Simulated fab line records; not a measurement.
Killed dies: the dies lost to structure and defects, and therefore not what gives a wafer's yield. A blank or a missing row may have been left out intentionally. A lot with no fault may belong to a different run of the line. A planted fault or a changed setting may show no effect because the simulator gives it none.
fab line records -- flow n5-finfet
record lots=5, wafers=15, last-day=17
route steps=1938 shown BEOL_M1@780 BEOL_M4@1111 PASSIVATION@1936
lots untouched by any fault: they come from a run of this same line in which no faults occurred
start-h: the number of hours between the record's first day and the start of the first shown wafer of the lot -- wait-h: how many hours have passed since the lot's step before this one -- " repeats the value in the row above -- L1.1+2: a row that stands for several wafers -- - no value, or no start was given -- * or withheld: withheld -- < > ~ a bound
route shown NAME@n: names a module that has steps shown in the file, with the first one's number in the route -- usual: mean and standard deviation over wafers with no fault -- same: alike in all rows -- chamber/n: place in a boat -- sites: the reading at each site -- _std_site: standard deviation across them -- _edge_site: mean of outer sites minus mean of inner sites -- radius-mm: for every site, how far away it sits from the centre of the wafer -- mask NAME#n: copy n -- behind: the tool/chamber that last shaped the wafer -- hold: why the lot went on hold/how many hours it stayed there/how the hold came to an end -- device: which transistor (n, p or np) failed to switch -- end of line: the route-end tests of the same wafers -- where a step has no rows: the recipe by itself -- killed: dies lost to structure and defects at the first sort, not the wafer's yield -- map: per-die view of a wafer (x killed, . not killed, _ where there is no die)
set.NAME: the run value of the setting; set.NAME@STEP: its run value at that earlier step -- model.NAME: the simulator's own value behind a step, which no gauge read
certain route steps with their lots: each step a table, each wafer a row
services: when a tool's chamber went out of use (start-h, in hours from the record's first day, below 0 if earlier), for how many hours, and the reason
## steps
# step N5_BEOL_M1_COAT_22
# recipe resist=CAR-EUV, spin-rpm=1500, resist-thk-nm=30
# step N5_BEOL_M1_EBR_24
# recipe solvent=PGMEA, ebr-width-mm=1.5
# step N5_BEOL_M1_SOFTBAKE_23
# recipe temp-c=110, time-s=60, resist=CAR-EUV
# step N5_BEOL_M1_EXPOSE_25
# recipe mask-id=V0, na=0.33, source-shape=quasar, sigma-inner=0.2, sigma-outer=0.8, polarization=unpolarized, defocus-nm=5, target-cd-nm=24, dose-mj=63
# step N5_BEOL_M1_PEB_26
# recipe peb-temp-c=100, peb-time-s=60, resist=CAR-EUV
# step N5_BEOL_M1_DEVELOP_27
# recipe develop-time-s=30, developer=TMAH, resist=CAR-EUV, rinse-liquid=surfactant-rinse, dry=air-spin, dev-temp-c=23
# step N5_BEOL_M1_CD_MEAS_28
# recipe landing-energy-ev=500, detector=se-inlens, target-cd-y-nm=23.3
# usual cd-nm=23.90/0.26
lot.wafer,tool,chamber,start-h,wait-h,cd-nm
L777.2,cd-sem-01,0,125.74,-,23.61
L777.4,cd-sem-01,0,125.74,-,23.58
L777.6,cd-sem-01,0,125.74,-,24.13
L782.1,cd-sem-03,0,159.71,-,23.67
L782.4,cd-sem-03,0,159.71,-,23.52
L782.6,cd-sem-03,0,159.71,-,23.65
L785.2,cd-sem-03,0,173.28,-,23.89
L785.3,cd-sem-03,0,173.28,-,23.85
L785.6,cd-sem-03,0,173.28,-,23.96
L787.1,cd-sem-03,0,193.03,-,23.96
L787.3,cd-sem-03,0,193.03,-,23.78
L787.4,cd-sem-03,0,193.03,-,23.65
L796.1,cd-sem-03,0,241.14,-,24.34
L796.5,cd-sem-03,0,241.14,-,23.99
L796.6,cd-sem-03,0,241.14,-,23.97
# step N5_BEOL_M1_OVL_MEAS_29
# recipe points-per-wafer=522
# usual V0_OVL=-0.1/0.64
lot.wafer,tool,chamber,start-h,wait-h,V0_OVL[nm]
L777.2,overlay-01,0,125.77,0.0,-0.5
L777.4,overlay-01,0,125.77,0.0,-0.2
L777.6,overlay-01,0,125.77,0.0,0.0
L782.1,overlay-01,0,159.74,0.0,0.7
L782.4,overlay-01,0,159.74,0.0,0.1
L782.6,overlay-01,0,159.74,0.0,0.8
L785.2,overlay-01,0,173.32,0.0,0.1
L785.3,overlay-01,0,173.32,0.0,0.4
L785.6,overlay-01,0,173.32,0.0,0.0
L787.1,overlay-02,0,193.06,0.0,-0.1
L787.3,overlay-02,0,193.06,0.0,0.0
L787.4,overlay-02,0,193.06,0.0,0.2
L796.1,overlay-02,0,241.17,0.0,-0.3
L796.5,overlay-02,0,241.17,0.0,-1.7
L796.6,overlay-02,0,241.17,0.0,-0.4
# step N5_BEOL_M1_INSPECT_30
# recipe mode=adi, inspect-instrument=brightfield
# usual raw-defect-count=416/93
lot.wafer,tool,chamber,start-h,wait-h,raw-defect-count
L777.2,defect-inspect-02,-,125.83,0.0,316
L777.4,defect-inspect-02,-,125.83,0.0,423
L777.6,defect-inspect-02,-,125.83,0.0,330
L782.1,defect-inspect-01,-,159.80,0.1,396
L782.4,defect-inspect-01,-,159.80,0.1,369
L782.6,defect-inspect-01,-,159.80,0.1,359
L785.2,defect-inspect-01,-,173.37,0.0,479
L785.3,defect-inspect-01,-,173.37,0.0,306
L785.6,defect-inspect-01,-,173.37,0.0,312
L787.1,defect-inspect-02,-,193.12,0.1,426
L787.3,defect-inspect-02,-,193.12,0.1,365
L787.4,defect-inspect-02,-,193.12,0.1,371
L796.1,defect-inspect-01,-,241.23,0.1,351
L796.5,defect-inspect-01,-,241.23,0.1,458
L796.6,defect-inspect-01,-,241.23,0.1,422
# step N5_BEOL_M1_DESCUM_33
# recipe chemistry=O2, time-s=7, source-power-w=50, bias-power-w=20, pressure-mtorr=20, rf-frequency-hz=2.712e+07, temp-c=40, resist=CAR-EUV, o2-flow-sccm=225
# usual drypump-motor-current-A=5.5/0.51, oes-product-au=0.80/0.084, rf-vpp-V=243.6/1.5, showerhead-plenum-p-Torr=2.13/0.08, throttle-valve-pct=20.51/0.2
# same time-s=7
lot.wafer,tool,chamber,start-h,wait-h,drypump-motor-current-A,oes-product-au,rf-hours-counter-h,rf-vpp-V,showerhead-plenum-p-Torr,throttle-valve-pct
L777.2,rie-diel-03,2,125.86,0.0,6.2,0.72,214,246.4,2.17,20.56
L777.4,rie-diel-03,3,125.86,0.0,6.3,0.69,241,240.9,2.07,21.00
L777.6,rie-diel-03,3,125.86,0.0,6.3,0.69,-,242.9,2.07,20.99
L782.1,rie-diel-05,2,159.83,0.0,5.0,0.97,9,245.5,2.23,20.55
L782.4,rie-diel-05,1,159.83,0.0,5.6,0.85,51,245.8,2.23,20.59
L782.6,rie-diel-05,1,159.83,0.0,5.6,0.85,-,244.9,2.23,20.60
L785.2,rie-diel-04,1,173.59,0.2,4.9,0.75,157,244.6,2.15,20.67
L785.3,rie-diel-04,0,173.59,0.2,5.3,0.74,150,243.3,2.09,20.21
L785.6,rie-diel-04,2,173.59,0.2,5.1,0.71,-,242.5,1.99,20.46
L787.1,rie-diel-04,0,193.15,0.0,5.3,0.75,152,243.6,2.09,20.20
L787.3,rie-diel-04,1,193.15,0.0,4.9,0.75,159,245.0,2.15,20.66
L787.4,rie-diel-04,3,193.15,0.0,4.9,0.75,169,244.1,2.15,20.46
L796.1,rie-diel-04,3,241.26,0.0,4.9,0.74,180,244.9,2.14,20.50
L796.5,rie-diel-04,3,241.26,0.0,4.9,0.74,-,245.1,2.14,20.50
L796.6,rie-diel-04,0,241.26,0.0,5.3,0.73,-,244.6,2.09,20.25
# step N5_BEOL_M1_ETCH_77
# recipe chemistry=N2/H2, target=underlayer, target-depth-a=65, mask-material=CAR-EUV, time-s=5.2, ion-energy-ev=200, pressure-mtorr=30, source-w=840, bias-w=150, n2-flow-sccm=200, h2-flow-sccm=200, ends=cleared
# usual bias-w=150.0/0.39, drypump-motor-current-A=5.5/0.51, etch-rf-on-time-s=5.19/0.11, oes-product-au=0.68/0.072, rf-vpp-V=524.8/2.9, showerhead-plenum-p-Torr=2.57/0.1, throttle-valve-pct=17.86/0.23
lot.wafer,tool,chamber,start-h,wait-h,bias-w,drypump-motor-current-A,etch-rf-on-time-s,oes-product-au,rf-hours-counter-h,rf-vpp-V,showerhead-plenum-p-Torr,throttle-valve-pct
L777.2,rie-diel-03,2,125.89,0.0,150.1,6.1,5.16,0.62,214,526.7,2.62,17.91
L777.4,rie-diel-03,3,125.89,0.0,149.4,6.3,5.25,0.59,241,523.7,2.49,18.24
L777.6,rie-diel-03,3,125.89,0.0,150.0,6.3,5.25,0.58,-,523.3,2.49,18.22
L782.1,rie-diel-05,2,159.87,0.0,150.0,5.1,5.15,0.82,9,530.8,2.70,17.81
L782.4,rie-diel-05,1,159.87,0.0,150.2,5.6,4.98,0.74,51,529.8,2.69,17.87
L782.6,rie-diel-05,1,159.87,0.0,150.4,5.6,5.01,0.73,-,527.6,2.69,17.89
L785.2,rie-diel-04,1,173.63,0.0,149.7,4.9,5.27,0.63,157,525.4,2.64,18.25
L785.3,rie-diel-04,0,173.63,0.0,150.1,5.3,5.24,0.63,150,523.2,2.55,17.63
L785.6,rie-diel-04,2,173.63,0.0,149.7,5.1,5.19,0.61,-,521.6,2.41,17.78
L787.1,rie-diel-04,0,193.19,0.0,149.7,5.3,5.20,0.63,152,522.9,2.55,17.63
L787.3,rie-diel-04,1,193.19,0.0,150.1,4.9,5.26,0.64,159,524.7,2.64,18.27
L787.4,rie-diel-04,3,193.19,0.0,150.0,4.9,5.31,0.62,169,526.1,2.63,17.98
L796.1,rie-diel-04,3,241.30,0.0,149.9,4.9,5.32,0.63,180,524.9,2.62,18.01
L796.5,rie-diel-04,3,241.30,0.0,149.8,4.9,5.35,0.62,-,525.1,2.62,18.01
L796.6,rie-diel-04,0,241.30,0.0,150.6,5.3,5.26,0.61,-,522.8,2.54,17.67
# step N5_BEOL_M1_ETCH_69
# recipe chemistry=CF4, target=SiARC, target-depth-a=156, mask-material=CAR-EUV, time-s=26, ion-energy-ev=80, pressure-mtorr=40, source-w=545, bias-w=36, Ar_flow_sccm=100, cf4-flow-sccm=100, ends=cleared
# usual bias-w=36.00/0.12, drypump-motor-current-A=5.5/0.51, etch-rf-on-time-s=25.9/0.51, oes-product-au=0.68/0.072, rf-vpp-V=184.4/1.3, showerhead-plenum-p-Torr=2.17/0.08, throttle-valve-pct=15.68/0.22
lot.wafer,tool,chamber,start-h,wait-h,bias-w,drypump-motor-current-A,etch-rf-on-time-s,oes-product-au,rf-hours-counter-h,rf-vpp-V,showerhead-plenum-p-Torr,throttle-valve-pct
L777.2,rie-diel-03,2,125.91,0.0,36.31,6.1,25.3,0.61,214,183.9,2.21,15.75
L777.4,rie-diel-03,3,125.91,0.0,35.86,6.3,26.0,0.59,242,183.9,2.12,16.17
L777.6,rie-diel-03,3,125.91,0.0,36.02,6.3,26.0,0.58,-,183.9,2.12,16.16
L782.1,rie-diel-05,2,159.88,0.0,36.15,5.0,25.7,0.82,9,186.5,2.27,15.61
L782.4,rie-diel-05,1,159.88,0.0,35.83,5.6,25.0,0.73,51,185.4,2.28,15.78
L782.6,rie-diel-05,1,159.88,0.0,35.89,5.6,25.3,0.73,-,187.0,2.28,15.79
L785.2,rie-diel-04,1,173.65,0.0,35.88,4.9,26.2,0.64,157,186.0,2.23,15.99
L785.3,rie-diel-04,0,173.65,0.0,35.87,5.3,25.5,0.64,150,183.6,2.14,15.40
L785.6,rie-diel-04,2,173.65,0.0,36.14,5.1,25.3,0.62,-,181.9,2.05,15.72
L787.1,rie-diel-04,0,193.21,0.0,35.89,5.3,25.9,0.64,152,185.1,2.14,15.41
L787.3,rie-diel-04,1,193.21,0.0,36.05,4.9,26.2,0.64,159,183.9,2.23,16.01
L787.4,rie-diel-04,3,193.21,0.0,36.01,4.9,26.7,0.63,169,185.0,2.21,15.72
L796.1,rie-diel-04,3,241.31,0.0,36.06,4.9,26.4,0.62,180,184.7,2.20,15.76
L796.5,rie-diel-04,3,241.31,0.0,36.03,4.9,26.6,0.62,-,186.2,2.20,15.76
L796.6,rie-diel-04,0,241.31,0.0,36.03,5.3,26.0,0.62,-,183.1,2.14,15.45
# step N5_BEOL_M1_ALD_98
# recipe material=SiO2, target-thk-a=25, temp-c=100, ald-precursor-family=BDEAS, ald-co-reactant=O2-plasma, pulse-time-s=1, co-reactant-pulse-time-s=1, purge-time-s=2, co-reactant-purge-time-s=2, ald-cycles=17, pressure-torr=2
# usual ald-cycles=17/0, heater-power-w=79/7.1, precursor-pulse-height-rel=0.999/0.019, susceptor-temp-C=100.02/0.13
lot.wafer,tool,chamber,start-h,wait-h,ald-cycles,heater-power-w,precursor-pulse-height-rel,susceptor-temp-C
L777.2,ald-sin-01,1,126.35,0.4,17,93,1.016,99.85
L777.4,ald-sin-01,2,126.35,0.4,17,87,0.997,100.04
L777.6,ald-sin-01,0,126.35,0.4,17,82,1.013,100.13
L782.1,ald-sin-02,1,159.96,0.1,17,68,1.009,100.29
L782.4,ald-sin-02,0,159.96,0.1,17,74,1.012,99.92
L782.6,ald-sin-02,0,159.96,0.1,17,72,0.989,100.03
L785.2,ald-sin-02,1,173.73,0.1,16,69,1.016,-
L785.3,ald-sin-02,3,173.73,0.1,17,74,0.980,100.19
L785.6,ald-sin-02,1,173.73,0.1,16,68,0.998,-
L787.1,ald-sin-01,3,193.68,0.4,17,65,1.004,100.18
L787.3,ald-sin-01,1,193.68,0.4,17,96,1.005,100.03
L787.4,ald-sin-01,0,193.68,0.4,17,83,0.986,100.03
L796.1,ald-sin-04,0,241.40,0.1,17,78,1.002,99.79
L796.5,ald-sin-04,1,241.40,0.1,17,80,0.967,100.18
L796.6,ald-sin-04,0,241.40,0.1,17,80,1.002,100.14
# step N5_BEOL_M1_ETCHBACK_99
# recipe chemistry=CHF3, target=SiO2, target-depth-a=50, time-s=10.4, source-w=215, bias-w=47, Ar_flow_sccm=200, CHF3_flow_sccm=12, ion-energy-ev=100, pressure-mtorr=30
# usual CHF3_flow_sccm=12.00/0.035, bias-w=47.01/0.14, drypump-motor-current-A=5.6/0.53, oes_ar_750_au=0.80/0.085, oes-product-au=0.80/0.091, rf-vpp-V=242/3.9, showerhead-plenum-p-Torr=2.17/0.079, throttle-valve-pct=17.14/0.25
# same time-s=10.4
lot.wafer,tool,chamber,start-h,wait-h,CHF3_flow_sccm,bias-w,drypump-motor-current-A,oes_ar_750_au,oes-product-au,rf-hours-counter-h,rf-vpp-V,showerhead-plenum-p-Torr,throttle-valve-pct
L777.2,rie-diel-03,3,127.63,1.2,11.97,46.99,6.3,0.70,0.69,242,238,2.14,17.72
L777.4,rie-diel-03,0,127.63,1.2,12.04,47.10,4.9,0.77,0.78,141,240,2.06,17.31
L777.6,rie-diel-03,0,127.63,1.2,12.02,46.86,4.9,0.77,0.78,-,243,2.06,17.30
L782.1,rie-diel-05,3,164.04,4.0,11.97,46.83,6.1,0.88,0.90,27,241,2.10,16.70
L782.4,rie-diel-05,1,164.04,4.0,12.01,47.02,5.6,0.85,0.87,53,243,2.29,17.22
L782.6,rie-diel-05,2,164.04,4.0,12.02,47.06,5.0,0.95,0.96,-,246,2.28,17.06
L785.2,rie-diel-05,0,180.64,6.9,12.04,47.01,5.8,0.84,0.83,67,237,2.26,16.92
L785.3,rie-diel-05,1,180.64,6.9,11.99,46.91,5.6,0.85,0.85,59,244,2.28,17.24
L785.6,rie-diel-05,0,180.64,6.9,12.06,46.96,5.8,0.83,0.82,-,238,2.26,16.90
L787.1,rie-diel-03,2,201.84,8.1,12.01,47.11,6.1,0.70,0.69,244,247,2.20,17.17
L787.3,rie-diel-03,3,201.84,8.1,11.98,46.99,6.3,0.95,0.96,9,236,2.14,17.29
L787.4,rie-diel-03,2,201.84,8.1,12.00,47.07,6.2,0.70,0.69,-,246,2.20,17.18
L796.1,rie-diel-05,0,244.05,2.6,12.05,46.98,5.8,0.81,0.81,83,236,2.26,16.93
L796.5,rie-diel-05,2,244.05,2.6,12.01,46.92,5.0,0.90,0.91,-,244,2.28,17.11
L796.6,rie-diel-05,3,244.05,2.6,11.92,47.17,6.1,0.84,0.86,-,241,2.09,16.75
# step N5_BEOL_M4_RC_MEAS_101
# usual DIBL_N=36.5/1.9, DIBL_P=36.7/2.1, IOFF_N=0.17/0.035, IOFF_P=0.22/0.042, ION_N=676/10, ION_P=462/8.1, SS_N=71.5/0.72, SS_P=73.4/0.7, VT_N=249/3.1, VT_P=-250/3.9
lot.wafer,tool,chamber,start-h,wait-h,DIBL_N[mV/V],DIBL_P[mV/V],IOFF_N[nA/um],IOFF_P[nA/um],ION_N[uA/um],ION_P[uA/um],SS_N[mV/dec],SS_P[mV/dec],VT_N[mV],VT_P[mV]
L777.2,prober-01,0,163.76,0.2,35.4,34.0,0.14,0.20,673,464,70.5,73.1,249,-250
L777.4,prober-01,0,163.76,0.2,36.2,35.8,0.15,0.22,677,469,71.5,73.3,247,-248
L777.6,prober-01,0,163.76,0.2,35.5,35.4,0.14,0.22,672,466,71.1,74.0,248,-249
L782.1,prober-02,0,219.79,0.0,39.4,39.3,0.19,0.28,688,474,71.1,75.0,245,-243
L782.4,prober-02,0,219.79,0.0,39.5,39.3,0.19,0.28,682,469,72.3,74.3,247,-246
L782.6,prober-02,0,219.79,0.0,40.0,39.9,0.21,0.31,681,476,72.5,74.1,246,-242
L785.2,prober-01,0,224.17,0.2,37.0,39.2,0.19,0.21,679,452,71.4,73.8,247,-253
L785.3,prober-01,0,224.17,0.2,34.1,35.6,0.13,0.17,664,449,70.4,73.6,251,-254
L785.6,prober-01,0,224.17,0.2,36.2,38.0,0.17,0.21,684,470,71.1,73.8,251,-254
L787.1,prober-02,0,252.50,0.0,40.9,41.3,0.27,0.28,689,455,72.7,75.4,242,-249
L787.3,prober-02,0,252.50,0.0,35.1,35.0,0.14,0.17,686,461,70.9,73.5,247,-253
L787.4,prober-02,0,252.50,0.0,35.8,35.9,0.16,0.19,681,466,71.9,73.1,247,-253
L796.1,prober-01,0,298.05,0.0,33.2,34.9,0.11,0.18,663,465,70.4,72.9,254,-253
L796.5,prober-01,0,298.05,0.0,34.3,36.9,0.13,0.22,673,471,71.4,72.9,252,-248
L796.6,prober-01,0,298.05,0.0,37.3,39.3,0.18,0.26,682,466,73.0,74.7,247,-243
# step N5_PASSIVATION_PROBE_49
# usual defect-limited-yield=91.4/1.5, killed_at_M0_to_M3=35/12, killed_at_M4_up=13/5.8, killed-at-contacts=12/5.5, killed-at-front-end=36/9.9, killed-at-other=4/3.7, killed-dies=101/18, killed-open=66/13, killed-short=33/8, sort_bin_5_function=5.0/1, sort_bin_6_memory=3.2/0.67, sort-n-pass=1079/18, sort-yield-pct=91.4/1.5
# same gross-dies=1180, killed-at-back-side=0, sort_bin_4_leakage[%]=0, sort_bin_8_speed[%]=0
lot.wafer,tool,chamber,start-h,wait-h,defect-limited-yield[%],killed_at_M0_to_M3,killed_at_M4_up,killed-at-contacts,killed-at-front-end,killed-at-other,killed-dies,killed-open,killed-short,sort_bin_5_function[%],sort_bin_6_memory[%],sort-n-pass,sort-yield-pct[%]
L777.2,prober-01,-,270.83,0.1,92.1,47,15,9,21,1,93,62,31,4.9,2.6,1087,92.1
L777.4,prober-01,-,270.93,0.2,92.5,26,15,15,30,2,88,59,29,4.7,2.4,1092,92.5
L777.6,prober-01,-,271.03,0.3,93.0,36,14,6,26,1,83,58,25,3.6,3.1,1097,93.0
L785.2,prober-02,-,330.43,0.1,89.7,38,17,6,56,5,122,78,41,6.0,4.0,1058,89.7
L785.3,prober-02,-,330.48,0.1,92.1,25,19,10,35,4,93,57,34,4.5,2.9,1087,92.1
L785.6,prober-02,-,330.63,0.3,88.7,36,19,18,58,2,133,92,36,6.6,4.0,1047,88.7
L782.1,prober-01,-,330.90,0.0,89.3,40,23,21,40,2,126,79,38,5.8,3.8,1054,89.3
L782.4,prober-01,-,331.05,0.2,91.8,34,7,22,31,3,97,75,21,5.3,2.8,1083,91.8
L782.6,prober-01,-,331.15,0.3,90.5,38,13,20,41,0,112,80,31,5.3,3.8,1068,90.5
L787.1,prober-01,-,370.15,0.0,90.1,43,21,13,35,5,117,76,39,6.3,3.4,1063,90.1
L787.3,prober-01,-,370.25,0.1,90.2,49,12,15,33,7,116,67,47,6.4,3.2,1064,90.2
L787.4,prober-01,-,370.30,0.2,90.8,38,19,14,36,1,108,70,37,5.3,3.5,1072,90.8
L796.1,prober-02,-,412.09,0.0,91.4,27,18,11,46,0,102,77,21,5.3,3.2,1078,91.4
L796.5,prober-02,-,412.29,0.2,92.4,29,20,11,29,1,90,59,30,4.7,2.6,1090,92.4
L796.6,prober-02,-,412.34,0.3,92.5,31,6,13,39,0,89,58,29,3.8,3.7,1091,92.5
# killed by level:class
L777.2 BEOL_M0_SAQP:geometric-particle:short=14 BEOL_M0_SAQP:geometric-particle:open=13 BEOL_M3:geometric-particle:open=8 MOL_CONTACT_COAG:geometric-particle:open=8 BEOL_M4:geometric-particle:open=8 BEOL_M1:geometric-particle:short=6 FIN_SAQP:geometric-particle:open=5 DUMMY_GATE:geometric-particle:open=5
L777.4 MOL_CONTACT_COAG:geometric-particle:open=13 GATE_CUT:geometric-particle:short=8 BEOL_M0_SAQP:geometric-particle:open=8 BEOL_M4:geometric-particle:open=8 FIN_SAQP:geometric-particle:open=6 BEOL_M3:geometric-particle:open=6 FIN_SAQP:geometric-particle:short=4 DUMMY_GATE:geometric-particle:open=4
L777.6 FIN_SAQP:geometric-particle:open=14 BEOL_M0_SAQP:geometric-particle:short=10 BEOL_M4:geometric-particle:open=10 BEOL_M3:geometric-particle:open=9 BEOL_M0_SAQP:geometric-particle:open=6 BEOL_M2:geometric-particle:open=6 FIN_SAQP:geometric-particle:short=4 MOL_CONTACT_COAG:geometric-particle:open=4
L785.2 STI_FIN_REVEAL:geometric-particle:open=27 BEOL_M0_SAQP:geometric-particle:open=12 BEOL_M0_SAQP:geometric-particle:short=11 STI_FIN_REVEAL:geometric-particle:short=8 DUMMY_GATE:geometric-particle:open=5 MOL_CONTACT_COAG:geometric-particle:open=4 BEOL_M2:geometric-particle:open=4 BEOL_M3:geometric-particle:open=4
L785.3 MOL_CONTACT_COAG:geometric-particle:open=8 BEOL_M4:geometric-particle:open=8 FIN_SAQP:geometric-particle:short=7 DUMMY_GATE:geometric-particle:open=6 BEOL_M0_SAQP:geometric-particle:open=5 BEOL_M0_SAQP:geometric-particle:short=5 BEOL_M2:geometric-particle:open=5 FIN_SAQP:geometric-particle:open=4
L785.6 STI_FIN_REVEAL:geometric-particle:open=18 MOL_CONTACT_COAG:geometric-particle:open=14 FIN_SAQP:geometric-particle:short=13 BEOL_M2:geometric-particle:open=12 BEOL_M4:geometric-particle:open=12 FIN_SAQP:geometric-particle:open=10 BEOL_M0_SAQP:geometric-particle:short=8 BEOL_M0_SAQP:geometric-particle:open=6
L782.1 MOL_CONTACT_COAG:geometric-particle:open=17 BEOL_M0_SAQP:geometric-particle:short=13 FIN_SAQP:geometric-particle:open=11 BEOL_M0_SAQP:geometric-particle:open=10 BEOL_M4:geometric-particle:open=9 HKMG_FIN:area-etch=9 FIN_SAQP:geometric-particle:short=7 BEOL_M1:geometric-particle:open=6
L782.4 MOL_CONTACT_COAG:geometric-particle:open=22 BEOL_M0_SAQP:geometric-particle:open=9 STI_FIN_REVEAL:geometric-particle:open=8 BEOL_M0_SAQP:geometric-particle:short=8 BEOL_M2:geometric-particle:open=6 DUMMY_GATE:geometric-particle:open=5 STARTING-WAFER:geometric-particle:open=5 FIN_SAQP:geometric-particle:open=3
L782.6 MOL_CONTACT_COAG:geometric-particle:open=16 BEOL_M0_SAQP:geometric-particle:open=13 BEOL_M0_SAQP:geometric-particle:short=10 STI_FIN_REVEAL:geometric-particle:open=8 BEOL_M2:geometric-particle:open=8 DUMMY_GATE:geometric-particle:open=7 BEOL_M4:geometric-particle:open=6 FIN_SAQP:geometric-particle:short=5
L787.1 BEOL_M4:geometric-particle:open=16 MOL_CONTACT_COAG:geometric-particle:open=11 BEOL_M0_SAQP:geometric-particle:short=9 BEOL_M0_SAQP:geometric-particle:open=9 STI_FIN_REVEAL:geometric-particle:open=6 BEOL_M0:geometric-particle:open=6 DUMMY_GATE:geometric-particle:open=5 BEOL_M1:geometric-particle:open=5
L787.3 BEOL_M0_SAQP:geometric-particle:open=14 BEOL_M0_SAQP:geometric-particle:short=14 MOL_CONTACT_COAG:geometric-particle:open=11 BEOL_M4:geometric-particle:open=7 FIN_SAQP:geometric-particle:short=5 BEOL_M2:geometric-particle:open=5 FIN_SAQP:geometric-particle:open=4 DUMMY_GATE:geometric-particle:open=4
L787.4 MOL_CONTACT_COAG:geometric-particle:open=11 BEOL_M0_SAQP:geometric-particle:short=10 BEOL_M0_SAQP:geometric-particle:open=9 BEOL_M4:geometric-particle:open=9 BEOL_M1:geometric-particle:open=9 DUMMY_GATE:geometric-particle:open=7 GATE_CUT:geometric-particle:short=7 STI_FIN_REVEAL:geometric-particle:open=5
L796.1 STI_FIN_REVEAL:geometric-particle:open=10 DUMMY_GATE:geometric-particle:open=9 FIN_SAQP:geometric-particle:open=8 BEOL_M3:geometric-particle:open=8 MOL_CONTACT_COAG:geometric-particle:open=7 BEOL_M0_SAQP:geometric-particle:open=6 BEOL_M5:geometric-particle:open=5 MOL_CONTACT_COAG:geometric-particle:short=4
L796.5 MOL_CONTACT_COAG:geometric-particle:open=11 BEOL_M3:geometric-particle:open=10 BEOL_M0_SAQP:geometric-particle:short=7 BEOL_M4:geometric-particle:open=7 FIN_SAQP:geometric-particle:open=5 GATE_CUT:geometric-particle:short=5 BEOL_M0_SAQP:geometric-particle:open=5 DUMMY_GATE:geometric-particle:short=4
L796.6 DUMMY_GATE:geometric-particle:open=13 MOL_CONTACT_COAG:geometric-particle:open=12 STI_FIN_REVEAL:geometric-particle:open=7 BEOL_M2:geometric-particle:short=7 BEOL_M0_SAQP:geometric-particle:short=6 FIN_SAQP:geometric-particle:short=5 FIN_SAQP:geometric-particle:open=4 GATE_CUT:geometric-particle:short=4
## services
tool,chamber,start-h,hours,kind
rie-diel-05,2,111.70,7.9,repair
ald-sin-04,-,115.57,6.1,pm
rie-diel-05,2,119.65,-,clean
rie-diel-05,2,119.65,-,consumable-replace:focus-ring
rie-diel-05,2,119.65,-,consumable-replace:showerhead
rie-diel-05,2,119.65,15.2,scheduled-down
rie-diel-05,2,119.65,15.2,vent-cycle
rie-diel-05,-,147.63,0.9,repair
ald-sin-02,-,150.28,6.0,pm
rie-diel-03,3,153.55,-,clean
rie-diel-03,3,153.55,-,consumable-replace:focus-ring
rie-diel-03,3,153.55,24.3,scheduled-down
rie-diel-03,3,153.55,24.3,vent-cycle
rie-diel-03,0,154.99,7.7,repair
rie-diel-04,-,174.46,15.6,pm
ald-sin-02,2,176.22,2.9,repair
rie-diel-05,2,179.59,5.7,repair
rie-diel-05,1,184.83,6.6,repair
rie-diel-05,-,187.41,14.6,pm
rie-diel-03,0,196.77,6.4,repair
rie-diel-04,3,200.90,12.8,repair
rie-diel-04,2,216.19,9.9,repair
rie-diel-03,2,216.52,-,clean
rie-diel-03,2,216.52,-,consumable-replace:focus-ring
## key
first-sign step=N5_BEOL_M1_ALD_98, reading=ald-cycles, direction=down, sigmas=99+, usual=*, struck=*
effect none on later readings
met-at N5_BEOL_M1_ALD_98
struck-wafers L785.2,L785.6
onset-between 159.96 173.73
fault kind=process-parameter-drift, tool=ald-sin-02, chamber=-, onset-h=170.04, steps=N5_BEOL_M1_ALD_98, channel=ald-cycles, offset=*, shape=step, end-h=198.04, scope=struck-wafers-only, acts-in=*, stated=*
